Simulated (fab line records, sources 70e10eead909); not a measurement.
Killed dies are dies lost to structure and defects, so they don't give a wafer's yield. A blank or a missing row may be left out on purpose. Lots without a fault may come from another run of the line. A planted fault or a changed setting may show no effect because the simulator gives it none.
A struck lot beside a sound one | flow nand_harc | 14 steps out of a route of 1302
Sound: wafers L243.1, L243.3, L243.6. Struck: wafers L235.1, L235.4, L235.6. The cause comes at the end.
At each step with rows: each side's tool, then ch and its chambers, then its first start. Under that, the readings that differ: sound wafers | struck wafers | difference of the means | sigmas: that difference in standard deviations of wafers without a fault.
alike: readings whose means differ by less than 2 such deviations, and words and numbers that are the same on both sides. not compared: withheld readings, readings that some wafer has no value for, bounds like >300 that may hide the same value, and numbers for which the record gives no deviation and whose values overlap.
The two part at a step that has a row with sigmas, a row that says differs or no value, or rows on one side only. Numbers that don't overlap but have no deviation are shown without sigmas and don't part them. A reading that every wafer of one side lacks parts them only if that side has two wafers or more.

NHARC_A_ONON_D2_THK_MEAS_30: measures by ellipsometry.
  sound on film_metro-01, day 19 15:16; struck on film_metro-02, day 16 13:37
  reading     | sound         | struck         | difference | sigmas
  thk_nm (nm) | 1001 999 1000 | 1026 1025 1027 | +26        | +3
NHARC_A_ONON_D2_DEP_33: deposits SiO2, target thk 200 nm.
  sound on pecvd-03 ch 0,1,2, day 19 15:19; struck on pecvd-04 ch 0,1, day 16 13:43
  reading                | sound          | struck         | difference | sigmas
  throttle_valve_pct (%) | 15.4 15.6 15.6 | 17.0 16.4 17.2 | +1.3       | +2
  alike: heater_power_w
NHARC_A_ONON_D2_THK_MEAS_34: measures by ellipsometry.
  sound on film_metro-02, day 19 15:44; struck on film_metro-01, day 16 14:05
  alike: thk_nm
NHARC_A_ONON_D2_INSPECT_32:
  sound on defect_inspect-02, day 19 15:48; struck on defect_inspect-01, day 17 04:00
  alike: raw_defect_count
NHARC_A_CHANNEL_HOLE_D2_DEP_00: deposits aC, target thk 3100 nm.
  sound on acl_dep-02 ch 0, day 19 20:30; struck on acl_dep-01 ch 0, day 17 04:04
  alike: throttle_valve_pct
NHARC_A_CHANNEL_HOLE_D2_DEP_01: deposits SiON, target thk 140 nm.
  sound on pecvd-03 ch 1,2, day 19 22:27; struck on pecvd-01 ch 0,1,2, day 17 05:59
  alike: heater_power_w
then, 5 steps without rows for these wafers: NHARC_A_CHANNEL_HOLE_D2_DEHYDRATE_02 (time 120 s); NHARC_A_CHANNEL_HOLE_D2_HMDS_03 (time 30 s); NHARC_A_CHANNEL_HOLE_D2_COAT_36 (time 75 s); NHARC_A_CHANNEL_HOLE_D2_COAT_37 (time 65 s); NHARC_A_CHANNEL_HOLE_D2_COAT_04 (resist thk 90 nm).
NHARC_A_CHANNEL_HOLE_D2_SOFTBAKE_05: time 55 s.
  sound on litho_track-01 ch 0, day 19 22:00; struck on litho_track-04 ch 0, day 17 06:00
  reading                  | sound                | struck               | difference | sigmas
  heater_power_total_W (W) | 188.53 188.47 188.39 | 168.99 169.23 168.91 | -19.42     | -99 or more
then, 2 steps without rows for these wafers: NHARC_A_CHANNEL_HOLE_D2_EBR_06; NHARC_END_SORT_01.

WHERE THEY PART
First at NHARC_A_ONON_D2_THK_MEAS_30; last, within this record, at NHARC_A_CHANNEL_HOLE_D2_SOFTBAKE_05.

WHY: what the simulator had put in
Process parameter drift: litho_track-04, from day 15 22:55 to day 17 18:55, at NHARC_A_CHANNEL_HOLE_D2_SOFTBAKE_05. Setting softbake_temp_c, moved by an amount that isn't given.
